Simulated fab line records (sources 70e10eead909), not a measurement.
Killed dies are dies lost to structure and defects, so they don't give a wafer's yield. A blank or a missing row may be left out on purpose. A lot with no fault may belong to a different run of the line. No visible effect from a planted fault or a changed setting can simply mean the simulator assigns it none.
Which tool was responsible?	flow nand harc	39 wafers from 13 lots sampled at 4 of the route's 1302 steps

WHAT THE GAUGES SHOWED, per wafer
NHARC_P_M1_INSPECT_11.
lot	measured	on	raw defect count
L664	day 6 22:22	defect inspect-01	1 5 3
L667	day 8 01:58	defect inspect-02	2 7 2
L668	day 8 06:50	defect inspect-01	0 4 4
L669	day 8 23:46	defect inspect-02	6 7 3
L673	day 10 13:27	defect inspect-02	6 2 5
L676	day 12 11:52	defect inspect-01	3 2 1
L678	day 12 20:08	defect inspect-02	3 3 2
L680	day 13 13:56	defect inspect-02	5 8 9
L681	day 13 19:01	defect inspect-01	4 9 5
L682	day 14 04:46	defect inspect-01	3 2 2
L683	day 14 17:02	defect inspect-02	2 8 6
L684	day 15 03:30	defect inspect-01	4 2 3
L685	day 15 12:40	defect inspect-02	3 3 7

NHARC_END_SORT_01.
lot	measured	on	defect limited yield (%)	killed at array	killed at other	killed at periphery	killed dies	killed open	killed short
L676	day 30 20:06	prober-02	0 0 0	59 52 52	1 0 2	617 625 623	677 677 677	4 5 2	3 1 1
L678	day 31 04:52	prober-01	0 0 0	66 66 64	6 3 4	605 608 609	677 677 677	4 0 2	4 2 4

EACH LOT AND THE TOOL THAT RAN IT (in order: tool; ch and the chambers of the sampled wafers; start)
lot	NHARC_P_M1_DESCUM_14	NHARC_P_M1_PVD_21
L664	rie diel-07 ch 0,1,2, day 6 22:26	pvd sputter-03, day 6 23:40
L667	rie diel-06 ch 1,2, day 8 02:02	pvd sputter-01, day 8 03:19
L668	rie diel-06 ch 0,3, day 8 06:55	pvd sputter-01, day 8 08:16
L669	rie diel-06 ch 0,1,3, day 8 23:50	pvd sputter-01, day 9 01:04
L673	rie diel-06 ch 2,3, day 10 13:31	pvd sputter-02, day 10 14:45
L676	rie diel-07 ch 0,3, day 12 11:56	pvd sputter-03, day 12 13:19
L678	rie diel-07 ch 1,2, day 12 20:11	pvd sputter-01, day 12 21:30
L680	rie diel-06 ch 2,3, day 13 14:00	pvd sputter-01, day 13 15:14
L681	rie diel-06 ch 1,2,3, day 13 19:05	pvd sputter-02, day 13 20:19
L682	rie diel-11 ch 1,2, day 14 04:50	pvd sputter-02, day 14 06:05
L683	rie diel-06 ch 0,1,2, day 14 17:07	pvd sputter-03, day 14 18:22
L684	rie diel-07 ch 0,1, day 15 03:34	pvd sputter-01, day 15 04:49
L685	rie diel-06 ch 0,1, day 15 12:44	pvd sputter-01, day 15 14:02
- NHARC_P_M1_DESCUM_14: chemistry O2, time 3 s.
- NHARC_P_M1_PVD_21: deposits Cu, target thk 30 nm, time 20.49 s.

AS READ BY THE TOOLS THEMSELVES (means over the sampled wafers that have a number; for cases with no such wafer, the mark the record gives instead)
NHARC_P_M1_DESCUM_14.
lot	tool	drypump motor current A (A)	oes product au (a.u.)	rf vpp V (V)	showerhead plenum p Torr (Torr)	throttle valve pct (%)
L664	rie diel-07	5.2	1.004	57.9	1.91	11.314
L667	rie diel-06	6.4	0.989	58.2	1.96	11.308
L668	rie diel-06	5.8	0.994	57.7	1.91	11.306
L669	rie diel-06	5.8	1.001	57.7	1.97	11.312
L673	rie diel-06	6.3	0.991	57.1	1.94	11.303
L676	rie diel-07	5.6	1.003	58.4	1.95	11.313
L678	rie diel-07	5.0	1.000	57.5	1.92	11.310
L680	rie diel-06	6.3	0.999	57.8	1.94	11.317
L681	rie diel-06	6.1	0.996	57.8	1.99	11.308
L682	rie diel-11	5.6	1.003	57.5	1.90	11.305
L683	rie diel-06	6.1	1.011	58.0	1.95	11.320
L684	rie diel-07	5.4	0.997	57.9	1.89	11.307
L685	rie diel-06	5.8	1.007	58.0	2.00	11.312

NHARC_P_M1_PVD_21.
lot	tool	cathode dc power W (W)	chamber pressure pa (Pa)	throttle valve pct (%)
L664	pvd sputter-03	5000.3	4.992	29.8
L667	pvd sputter-01	5000.5	5.004	27.9
L668	pvd sputter-01	4999.6	5.008	28.3
L669	pvd sputter-01	4998.9	5.014	29.1
L673	pvd sputter-02	5000.6	5.001	29.9
L676	pvd sputter-03	-	-	-
L678	pvd sputter-01	-	-	-
L680	pvd sputter-01	4999.7	5.000	28.6
L681	pvd sputter-02	4999.5	4.996	29.5
L682	pvd sputter-02	5000.0	4.999	29.8
L683	pvd sputter-03	4999.9	5.000	29.7
L684	pvd sputter-01	4999.8	4.999	28.8
L685	pvd sputter-01	4999.7	5.005	28.4

THE ANSWER, worked out from the rows above alone
Rule: the lots themselves supply what counts as usual. Put in order of their means at a reading, lots are off if they are a third of the lots or fewer, leave a main group of 4 or more, and stand apart from it by a gap of 3 or more times the standard deviation of the main group's means; of several such gaps the widest counts. A main group is skipped when, at the precision printed for the reading in the tables above, its means are all equal. A lot without any number at a reading at which 4 lots or more have one is off too. The other lots that the step has rows for count as sound. Order of review: gauges by route order, followed by the tools' own readings, for which a lot's mean as printed above is used. The first step at which some lot is off is used, and at that step the reading that is off furthest; a lot without a number counts as furthest.
Off at NHARC_P_M1_PVD_21 (cathode dc power W): L676, L678. Without a number there: L676, L678. For the main group the mean is 4999.9 W and the standard deviation 0.46.
If a tool, at that step or one of the process steps before it, ran each lot that is off and ran no sound lot following the first of them, it fits. Not one of the candidates tried fits.

WHAT WAS PUT IN BY THE SIMULATOR
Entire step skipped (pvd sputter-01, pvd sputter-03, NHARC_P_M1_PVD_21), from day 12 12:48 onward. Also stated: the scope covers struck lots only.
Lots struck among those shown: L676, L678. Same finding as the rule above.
